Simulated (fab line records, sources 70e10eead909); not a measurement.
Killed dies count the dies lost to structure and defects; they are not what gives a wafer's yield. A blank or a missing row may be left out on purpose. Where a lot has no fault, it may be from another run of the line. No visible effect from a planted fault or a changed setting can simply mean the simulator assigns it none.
fab line records + flow nand-harc
record:
- lots: 12
- wafers: 36
- last-day: 33
route steps=1302 shown P_CONTACT@248 HYBRID_BOND@1242 THIN_TSV@1276 END@1302
lots with no fault: from the same line, run without faults
start-h: hours from the record's opening day to when the first of the lot's shown wafers began + wait-h: hours elapsed since this lot's preceding step + " same as the row above + L1.1+2: a single row standing in for several wafers + - no value, or no start given + * or withheld: withheld + < > ~ a bound
route shown NAME@n: names a module that has steps shown in the file, with the first one's number in the route + usual: average and standard deviation across the fault-free wafers + same: alike in all rows + chamber/n: place in a boat + sites: the reading at each site + _std_site: standard deviation across them + _edge_site: the outer-site mean with the inner-site mean subtracted + radius-mm: how far each site lies from the wafer's centre + mask NAME#n: copy n + behind: the last tool/chamber to shape the wafer + hold: why the lot was held/for how many hours/how that ended + device: the transistor (n, p or np) that didn't switch + end of line: the route-end tests of the same wafers + where a step has no rows: the recipe by itself + killed: dies lost to structure and defects at the first sort, not the wafer's yield + map: a wafer's dies, marking killed ones x, the rest . and places with no die _
set.NAME: setting as actually run; set.NAME@STEP: the setting as run at that earlier step + model.NAME: the simulator's own value behind a step, which no gauge read
the route's steps for a sample of lots (tables are steps, rows are wafers)
services: when a tool's chamber went out of use (start-h, in hours from the record's first day, below 0 if earlier), for how many hours, and the reason
== steps ==
step: NHARC_P_CONTACT_CVD_23
recipe:
- target-thk-a: 2000
- temp-c: 300
- pressure-torr: 40
- wf6-flow-sccm: 40
- h2-flow-sccm: 1600
- ar-flow-sccm: 1560
- time-s: 557
- material: W
usual:
- heater-power-w: 474/40
- throttle-valve-pct: 8.11/0.29
| lot.wafer | tool     | chamber | start-h | wait-h | heater-power-w | throttle-valve-pct |
|-----------|----------|---------|---------|--------|----------------|--------------------|
| L243.2    | cvd-w-01 | 0       | 128.80  | -      | 446            | 8.06               |
| L243.3    | "        | 0       | "       | "      | 457            | 7.96               |
| L243.4    | "        | 0       | "       | "      | 448            | 8.13               |
| L244.1    | cvd-w-02 | 0       | 139.35  | -      | 444            | 8.25               |
| L244.2    | "        | 1       | "       | "      | 485            | 8.52               |
| L244.3    | "        | 1       | "       | "      | 467            | 8.15               |
| L246.2    | cvd-w-02 | 0       | 157.01  | -      | 447            | 8.14               |
| L246.3    | "        | 0       | "       | "      | 441            | 8.27               |
| L246.5    | "        | 0       | "       | "      | 454            | 8.31               |
| L247.2    | cvd-w-01 | 0       | 169.20  | -      | 445            | 8.08               |
| L247.3    | "        | 1       | "       | "      | 510            | 8.08               |
| L247.5    | "        | 1       | "       | "      | 510            | 8.14               |
| L248.1    | cvd-w-02 | 1       | 177.98  | -      | 476            | 8.51               |
| L248.2    | "        | 0       | "       | "      | 463            | 8.56               |
| L248.5    | "        | 1       | "       | "      | 477            | 8.67               |
| L249.1    | cvd-w-02 | 0       | 189.86  | -      | 450            | 8.27               |
| L249.2    | "        | 1       | "       | "      | 475            | 8.60               |
| L249.5    | "        | 1       | "       | "      | 461            | 8.37               |
| L252.1    | cvd-w-01 | 1       | 223.46  | -      | 525            | 7.67               |
| L252.4    | "        | 0       | "       | "      | 439            | 7.90               |
| L252.5    | "        | 0       | "       | "      | 449            | 8.09               |
| L254.2    | cvd-w-02 | 1       | 244.12  | -      | 474            | 8.53               |
| L254.4    | "        | 0       | "       | "      | 458            | 8.26               |
| L254.5    | "        | 0       | "       | "      | 448            | 8.24               |
| L255.2    | cvd-w-01 | 0       | 245.37  | -      | 443            | 7.72               |
| L255.3    | "        | 0       | "       | "      | 443            | 8.00               |
| L255.4    | "        | 1       | "       | "      | 524            | 7.76               |
| L262.2    | cvd-w-02 | 1       | 321.40  | -      | 486            | 8.46               |
| L262.6    | "        | 0       | "       | "      | 418            | 7.97               |
| L262.5    | "        | 1       | "       | "      | 495            | 8.34               |
| L263.1    | cvd-w-01 | 0       | 322.27  | -      | 439            | 8.53               |
| L263.4    | "        | 0       | "       | "      | 440            | 8.43               |
| L263.5    | "        | 1       | "       | "      | 544            | 7.88               |
| L261.1    | cvd-w-02 | 0       | 327.60  | -      | 429            | 8.13               |
| L261.5    | "        | 1       | "       | "      | 486            | 8.59               |
| L261.6    | "        | 0       | "       | "      | 423            | 7.94               |
step: NHARC_HYBRID_BOND_OVL_MEAS_05
usual:
- overlay-x-nm: -4/32
- overlay-y-nm: 2/34
| lot.wafer | tool       | chamber | start-h | wait-h | overlay-x-nm | overlay-y-nm |
|-----------|------------|---------|---------|--------|--------------|--------------|
| L243.2    | overlay-01 | -       | 576.93  | 0.4    | -21          | -9           |
| L243.3    | "          | -       | "       | "      | -49          | -56          |
| L243.4    | "          | -       | "       | "      | 31           | 97           |
| L246.2    | overlay-02 | -       | 576.93  | 0.4    | -46          | 17           |
| L246.3    | "          | -       | "       | "      | 3            | -54          |
| L246.5    | "          | -       | "       | "      | -1           | -25          |
| L247.2    | overlay-02 | -       | 576.94  | 0.4    | -64          | 39           |
| L247.3    | "          | -       | "       | "      | -14          | 70           |
| L247.5    | "          | -       | "       | "      | 36           | 17           |
| L244.1    | overlay-02 | -       | 586.18  | 0.4    | -20          | -28          |
| L244.2    | "          | -       | "       | "      | -85          | 19           |
| L244.3    | "          | -       | "       | "      | 13           | -11          |
| L248.1    | overlay-02 | -       | 593.49  | 0.4    | -7           | -27          |
| L248.2    | "          | -       | "       | "      | -33          | 5            |
| L248.5    | "          | -       | "       | "      | -5           | 18           |
| L249.1    | overlay-02 | -       | 616.80  | 0.4    | -34          | 40           |
| L249.2    | "          | -       | "       | "      | -57          | -25          |
| L249.5    | "          | -       | "       | "      | 6            | -11          |
| L252.1    | overlay-01 | -       | 650.79  | 0.4    | -7           | 10           |
| L252.4    | "          | -       | "       | "      | -32          | -2           |
| L252.5    | "          | -       | "       | "      | -15          | 50           |
| L254.2    | overlay-01 | -       | 670.09  | 0.4    | 9            | -22          |
| L254.4    | "          | -       | "       | "      | -28          | -36          |
| L254.5    | "          | -       | "       | "      | 81           | 23           |
| L255.2    | overlay-02 | -       | 670.09  | 0.4    | -71          | 8            |
| L255.3    | "          | -       | "       | "      | -7           | -20          |
| L255.4    | "          | -       | "       | "      | 49           | -37          |
| L263.1    | overlay-02 | -       | 739.29  | 0.4    | -21          | 36           |
| L263.4    | "          | -       | "       | "      | 13           | 43           |
| L263.5    | "          | -       | "       | "      | 24           | -19          |
| L262.2    | overlay-01 | -       | 739.29  | 0.4    | 28           | 6            |
| L262.5    | "          | -       | "       | "      | 49           | 67           |
| L262.6    | "          | -       | "       | "      | 6            | 33           |
| L261.1    | overlay-02 | -       | 754.93  | 0.4    | 25           | 7            |
| L261.5    | "          | -       | "       | "      | 0            | -55          |
| L261.6    | "          | -       | "       | "      | -15          | 29           |
step: NHARC_THIN_TSV_CMP_21
recipe:
- t-overpolish-s: 30
- target-thk-nm: 2000
usual:
- edge-zone-pressure-frac: 1.000/0.0049
- motor-current-A: 11.7/0.93
- overpolish-run-s: 30.000/0.0093
| lot.wafer | tool   | chamber | start-h | wait-h | edge-zone-pressure-frac | motor-current-A | overpolish-run-s |
|-----------|--------|---------|---------|--------|-------------------------|-----------------|------------------|
| L243.4    | cmp-04 | 1       | 583.99  | -      | 1.002                   | 11.2            | 29.994           |
| L243.3    | "      | 2       | "       | "      | 0.996                   | 10.8            | 29.993           |
| L243.2    | "      | 3       | "       | "      | 1.008                   | 12.9            | 30.012           |
| L246.3    | cmp-02 | 0       | 585.25  | -      | 0.996                   | 11.5            | 29.996           |
| L246.2    | "      | 2       | "       | "      | 1.003                   | 11.5            | 30.011           |
| L246.5    | "      | 0       | "       | "      | 1.002                   | 10.6            | 30.013           |
| L247.2    | cmp-01 | 1       | 587.62  | -      | 1.002                   | 12.5            | 30.008           |
| L247.3    | "      | 2       | "       | "      | 1.000                   | 11.7            | 30.006           |
| L247.5    | "      | 0       | "       | "      | 1.012                   | 12.3            | 30.001           |
| L244.3    | cmp-02 | 1       | 593.23  | -      | 1.004                   | 12.9            | 29.988           |
| L244.2    | "      | 3       | "       | "      | 0.989                   | 11.4            | 30.006           |
| L244.1    | "      | 0       | "       | "      | 0.994                   | 11.6            | 29.981           |
| L248.2    | cmp-02 | 1       | 600.68  | -      | 0.997                   | 12.4            | 30.019           |
| L248.1    | "      | 2       | "       | "      | 1.002                   | 10.9            | 29.994           |
| L248.5    | "      | 1       | "       | "      | 0.990                   | 12.3            | 30.018           |
| L249.2    | cmp-02 | 3       | 623.73  | -      | 0.997                   | 12.5            | 30.013           |
| L249.1    | "      | 2       | "       | "      | 0.995                   | 11.3            | 29.999           |
| L249.5    | "      | 3       | "       | "      | 1.001                   | 13.0            | 30.007           |
| L252.4    | cmp-04 | 3       | 657.96  | -      | 0.990                   | 13.4            | 30.010           |
| L252.1    | "      | 0       | "       | "      | 1.000                   | 10.2            | 29.995           |
| L252.5    | "      | 3       | "       | "      | 0.992                   | 13.4            | 29.997           |
| L254.4    | cmp-04 | 0       | 677.17  | -      | 0.996                   | 11.2            | 29.990           |
| L254.2    | "      | 2       | "       | "      | 0.998                   | 10.4            | 30.000           |
| L254.5    | "      | 3       | "       | "      | 1.010                   | 13.2            | 29.982           |
| L255.3    | cmp-04 | 3       | 678.45  | -      | 1.001                   | 12.4            | 30.004           |
| L255.4    | "      | 0       | "       | "      | 0.998                   | 11.2            | 30.011           |
| L255.2    | "      | 1       | "       | "      | 0.994                   | 10.6            | 30.006           |
| L263.4    | cmp-01 | 1       | 750.83  | -      | 0.997                   | 12.8            | 30.007           |
| L263.1    | "      | 2       | "       | "      | 0.995                   | 11.0            | 30.008           |
| L263.5    | "      | 0       | "       | "      | 0.995                   | 11.5            | 29.982           |
| L262.2    | cmp-02 | 0       | 752.15  | -      | 0.998                   | 11.3            | 29.987           |
| L262.5    | "      | 1       | "       | "      | 1.003                   | 12.5            | 30.000           |
| L262.6    | "      | 2       | "       | "      | 1.006                   | 11.5            | 29.973           |
| L261.1    | cmp-02 | 0       | 763.53  | -      | 1.000                   | 11.4            | 30.000           |
| L261.6    | "      | 2       | "       | "      | 0.996                   | 11.0            | 29.999           |
| L261.5    | "      | 3       | "       | "      | 0.999                   | 12.0            | 29.992           |
step: NHARC_THIN_TSV_DESCUM_35
recipe:
- time-s: 3
- o2-flow-sccm: 200
- ar-flow-sccm: 0
- bias-power-w: 0
- chemistry: O2
usual:
- chamber-pressure-mTorr: 60.00/0.057
- drypump-motor-current-A: 5.6/0.58
- oes-product-au: 0.999/0.0079
- rf-vpp-V: 57.7/0.95
- showerhead-plenum-p-Torr: 1.90/0.1
- throttle-valve-pct: 11.311/0.0093
| lot.wafer | tool        | chamber | start-h | wait-h | chamber-pressure-mTorr | drypump-motor-current-A | oes-product-au | rf-hours-counter-h | rf-vpp-V | showerhead-plenum-p-Torr | throttle-valve-pct |
|-----------|-------------|---------|---------|--------|------------------------|-------------------------|----------------|--------------------|----------|--------------------------|--------------------|
| L243.4    | rie-diel-03 | 1       | 585.60  | -      | 60.08                  | 5.6                     | 1.006          | 8.5                | 56.1     | 1.77                     | 11.312             |
| L243.3    | "           | 2       | "       | "      | 59.99                  | 6.6                     | 1.006          | 7.7                | 58.1     | 2.05                     | 11.310             |
| L243.2    | "           | 3       | "       | "      | 60.02                  | 5.2                     | 1.001          | 8.9                | 57.2     | 1.86                     | 11.308             |
| L246.3    | rie-diel-08 | 1       | 586.93  | -      | 59.98                  | 6.1                     | 1.010          | 2.4                | 59.3     | 1.95                     | 11.315             |
| L246.2    | "           | 0       | "       | "      | 60.06                  | 4.6                     | 1.002          | 2.0                | 57.3     | 1.79                     | 11.314             |
| L246.5    | "           | 2       | "       | "      | 59.92                  | 6.1                     | 0.990          | -                  | 57.6     | 2.05                     | 11.312             |
| L247.2    | rie-diel-03 | 1       | 589.37  | -      | 60.03                  | 5.6                     | 0.993          | 8.5                | 56.4     | 1.77                     | 11.316             |
| L247.3    | "           | 2       | "       | "      | 60.03                  | 6.6                     | 1.001          | 7.7                | 58.0     | 2.05                     | 11.301             |
| L247.5    | "           | 0       | "       | "      | 59.85                  | 5.5                     | 0.998          | -                  | 57.2     | 1.85                     | 11.308             |
| L244.1    | rie-diel-08 | 1       | 594.98  | -      | 60.01                  | 6.1                     | 1.000          | 2.5                | 58.5     | 1.95                     | 11.322             |
| L244.3    | "           | 3       | "       | "      | 59.99                  | 5.7                     | 0.999          | 2.0                | 56.8     | 2.05                     | 11.300             |
| L244.2    | "           | 0       | "       | "      | 60.08                  | 4.6                     | 1.005          | 2.1                | 57.2     | 1.79                     | 11.303             |
| L248.1    | rie-diel-03 | 0       | 602.42  | -      | 60.09                  | 5.5                     | 0.996          | 8.8                | 57.6     | 1.85                     | 11.308             |
| L248.2    | "           | 2       | "       | "      | 59.96                  | 6.6                     | 1.009          | 7.9                | 59.0     | 2.05                     | 11.298             |
| L248.5    | "           | 0       | "       | "      | 60.00                  | 5.5                     | 1.000          | -                  | 58.8     | 1.85                     | 11.318             |
| L249.1    | rie-diel-08 | 0       | 625.37  | -      | 60.09                  | 4.6                     | 0.998          | 3.8                | 56.6     | 1.79                     | 11.304             |
| L249.2    | "           | 1       | "       | "      | 59.96                  | 6.1                     | 1.003          | 4.2                | 57.9     | 1.95                     | 11.298             |
| L249.5    | "           | 1       | "       | "      | 59.95                  | 6.1                     | 1.008          | -                  | 58.5     | 1.95                     | 11.330             |
| L252.1    | rie-diel-11 | 0       | 659.71  | -      | 59.99                  | 5.7                     | 0.996          | 3.9                | 58.4     | 1.86                     | 11.316             |
| L252.4    | "           | 1       | "       | "      | 60.09                  | 5.7                     | 0.976          | 3.4                | 56.7     | 1.91                     | 11.311             |
| L252.5    | "           | 1       | "       | "      | 59.97                  | 5.7                     | 0.993          | -                  | 58.6     | 1.91                     | 11.310             |
| L254.2    | rie-diel-08 | 2       | 678.91  | -      | 60.10                  | 6.2                     | 0.998          | 3.0                | 58.6     | 2.05                     | 11.305             |
| L254.4    | "           | 3       | "       | "      | 59.97                  | 5.7                     | 0.994          | 6.0                | 57.9     | 2.04                     | 11.323             |
| L254.5    | "           | 1       | "       | "      | 59.99                  | 6.1                     | 0.998          | -                  | 58.2     | 1.95                     | 11.287             |
| L255.2    | rie-diel-03 | 0       | 680.19  | -      | 59.96                  | 5.5                     | 0.993          | 3.0                | 56.8     | 1.85                     | 11.320             |
| L255.4    | "           | 1       | "       | "      | 60.05                  | 5.7                     | 0.981          | 2.4                | 58.1     | 1.77                     | 11.311             |
| L255.3    | "           | 2       | "       | "      | 60.02                  | 6.6                     | 0.988          | 2.1                | 58.7     | 2.05                     | 11.293             |
| L263.1    | rie-diel-08 | 0       | 752.58  | -      | 59.97                  | 4.7                     | 0.995          | 1.2                | 57.4     | 1.79                     | 11.316             |
| L263.4    | "           | 2       | "       | "      | 60.00                  | 6.1                     | 1.001          | 1.1                | 56.6     | 2.05                     | 11.311             |
| L263.5    | "           | 3       | "       | "      | 59.95                  | 5.7                     | 1.009          | -                  | 58.4     | 2.04                     | 11.305             |
| L262.2    | rie-diel-08 | 3       | 753.85  | -      | 59.99                  | 5.7                     | 1.001          | 1.1                | 60.4     | 2.04                     | 11.302             |
| L262.6    | "           | 0       | "       | "      | 59.95                  | 4.6                     | 0.998          | -                  | 58.1     | 1.79                     | 11.299             |
| L262.5    | "           | 1       | "       | "      | 59.89                  | 6.1                     | 1.003          | -                  | 58.5     | 1.95                     | 11.310             |
| L261.1    | rie-diel-08 | 2       | 765.26  | -      | 59.98                  | 6.1                     | 1.011          | 2.3                | 58.5     | 2.05                     | 11.317             |
| L261.6    | "           | 0       | "       | "      | 60.02                  | 4.6                     | 1.005          | -                  | 56.3     | 1.79                     | 11.315             |
| L261.5    | "           | 2       | "       | "      | 60.03                  | 6.1                     | 1.001          | -                  | 59.4     | 2.05                     | 11.315             |
step: NHARC_END_SORT_01
recipe:
- temp-c: 25
usual:
- killed-at-array: 52/16
- killed-at-other: 0.8/1.1
- killed-at-periphery: 4.2/2.5
- killed-dies: 57/16
- killed-open: 3.4/2
- killed-short: 2.6/1.6
same:
- gross-dies: 677
| lot.wafer | tool      | chamber | start-h | wait-h | killed-at-array | killed-at-other | killed-at-periphery | killed-dies | killed-open | killed-short |
|-----------|-----------|---------|---------|--------|-----------------|-----------------|---------------------|-------------|-------------|--------------|
| L262.2    | prober-01 | 0       | 770.08  | 2.8    | 52              | 0               | 40                  | 92          | 3           | 2            |
| L262.5    | prober-01 | 0       | 772.49  | 3.7    | 58              | 1               | 36                  | 95          | 2           | 0            |
| L262.6    | prober-01 | 0       | 773.29  | 4.0    | 72              | 0               | 3                   | 75          | 6           | 1            |
| L261.1    | prober-01 | 0       | 777.15  | 2.6    | 35              | 0               | 6                   | 41          | 5           | 1            |
| L261.5    | prober-01 | 0       | 780.31  | 3.7    | 53              | 0               | 41                  | 94          | 4           | 2            |
| L261.6    | prober-01 | 0       | 781.10  | 3.9    | 42              | 0               | 6                   | 48          | 8           | 3            |
killed by level:class
L262.2 P_CONTACT:unspecified=37 A_SLIT:chamber-film-flake=18 A_CHANNEL_HOLE_D2:chamber-film-flake=14 A_CHANNEL_HOLE_D1:chamber-film-flake=6 A_CONTACT:chamber-film-flake=4 A_STAIRCASE:chamber-film-flake=3 A_WL_FILL:chamber-film-flake=2 P_M0:geometric-particle:open=1
L262.5 P_CONTACT:unspecified=33 A_SLIT:chamber-film-flake=22 A_CHANNEL_HOLE_D2:chamber-film-flake=21 A_CHANNEL_HOLE_D1:chamber-film-flake=8 A_CONTACT:chamber-film-flake=3 P_M1:chamber-film-flake=2 A_STAIRCASE:chamber-film-flake=2 A_CHANNEL_FILL_D2:geometric-particle:open=1
L262.6 A_SLIT:chamber-film-flake=29 A_CHANNEL_HOLE_D2:chamber-film-flake=20 A_CHANNEL_HOLE_D1:chamber-film-flake=9 A_CONTACT:chamber-film-flake=3 A_CONTACT:geometric-particle:open=2 P_GATE:chamber-film-flake=2 A_DECK1_JOINT:chamber-film-flake=2 A_STAIRCASE:chamber-film-flake=2
L261.1 A_CHANNEL_HOLE_D2:chamber-film-flake=18 A_SLIT:chamber-film-flake=4 A_CONTACT:chamber-film-flake=3 P_M0:geometric-particle:open=2 P_GATE:chamber-film-flake=2 A_CHANNEL_HOLE_D1:unspecified=2 A_CHANNEL_HOLE_D1:chamber-film-flake=2 P_M2:geometric-particle:open=1
L261.5 P_CONTACT:unspecified=38 A_CHANNEL_HOLE_D2:chamber-film-flake=30 A_SLIT:chamber-film-flake=8 A_CHANNEL_HOLE_D1:unspecified=5 P_GATE:chamber-film-flake=2 A_M0:chamber-film-flake=2 A_CHANNEL_FILL_D1:geometric-particle:open=1 A_CHANNEL_FILL_D1:geometric-particle:short=1
L261.6 A_CHANNEL_HOLE_D2:chamber-film-flake=25 P_GATE:chamber-film-flake=3 A_CHANNEL_HOLE_D1:unspecified=3 A_SLIT:chamber-film-flake=3 A_CHANNEL_FILL_D1:geometric-particle:short=2 A_STAIRCASE:chamber-film-flake=2 P_STI:geometric-particle:open=1 P_CONTACT:geometric-particle:open=1
== services ==
| tool        | chamber | start-h | hours | kind   |
|-------------|---------|---------|-------|--------|
| rie-diel-08 | 2       | 140.68  | 3.1   | repair |
| rie-diel-08 | -       | 190.80  | 9.0   | pm     |
| cvd-w-02    | -       | 263.20  | 1.0   | repair |
| cvd-w-02    | -       | 269.00  | 13.0  | pm     |
| rie-diel-08 | 3       | 280.36  | 15.0  | repair |
| rie-diel-08 | 1       | 289.88  | 5.3   | repair |
| rie-diel-08 | -       | 332.67  | 0.7   | repair |
| rie-diel-08 | -       | 367.80  | 9.0   | pm     |
| rie-diel-08 | 0       | 432.52  | 5.6   | repair |
| cvd-w-02    | -       | 450.00  | 13.0  | pm     |
| rie-diel-08 | 2       | 461.83  | 5.8   | repair |
| rie-diel-08 | 3       | 481.43  | 1.8   | repair |
| cvd-w-02    | 1       | 488.15  | 5.3   | repair |
| rie-diel-08 | 2       | 492.27  | 7.4   | repair |
| rie-diel-08 | 0       | 496.68  | 19.6  | repair |
| rie-diel-08 | -       | 525.32  | 1.3   | repair |
| rie-diel-08 | -       | 544.80  | 9.0   | pm     |
| rie-diel-08 | 2       | 590.32  | 64.0  | repair |
| rie-diel-08 | 3       | 624.70  | 7.7   | repair |
| cvd-w-02    | -       | 631.00  | 13.0  | pm     |
| rie-diel-08 | 3       | 690.64  | 16.1  | repair |
| rie-diel-08 | -       | 721.80  | 9.0   | pm     |
| rie-diel-08 | 1       | 759.07  | 3.4   | repair |
| rie-diel-08 | 3       | 760.77  | 6.5   | repair |
== key ==
first-sign:
- step: NHARC_END_SORT_01
- reading: killed-at-periphery
- direction: up
- sigmas: 14
- usual: 4.2
- struck: 39
effect:
- step: NHARC_END_SORT_01
- reading: killed-dies
- direction: up
- sigmas: 2.3
- usual: 57
- struck: 94
- wafers-moved: 2
more-kills-born-at:
- NHARC_P_CONTACT_CVD_23@cvd-w-02: 108
met-at NHARC_P_CONTACT_CVD_23
struck-lots L261,L262
struck-wafers L261.5,L262.2,L262.5
tester-left-out L261,L262
not-acting-at NHARC_HYBRID_BOND_OVL_MEAS_05,NHARC_THIN_TSV_CMP_21,NHARC_THIN_TSV_DESCUM_35
onset-between 244.12 321.40
fault:
- kind: chamber-particle-source
- tool: cvd-w-02
- chamber: 1
- onset-h: 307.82
- steps: NHARC_P_CONTACT_CVD_23
- rate-per-visit-cm2: 0.73396
- end-h: 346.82
tester-left-out: of these lots the tester's yield and bins aren't shown, on N5 and GAA mostly nor the transistor test; their killed dies are dies lost to structure and defects alone, not to doping, threshold or leakage, so they don't give the yield
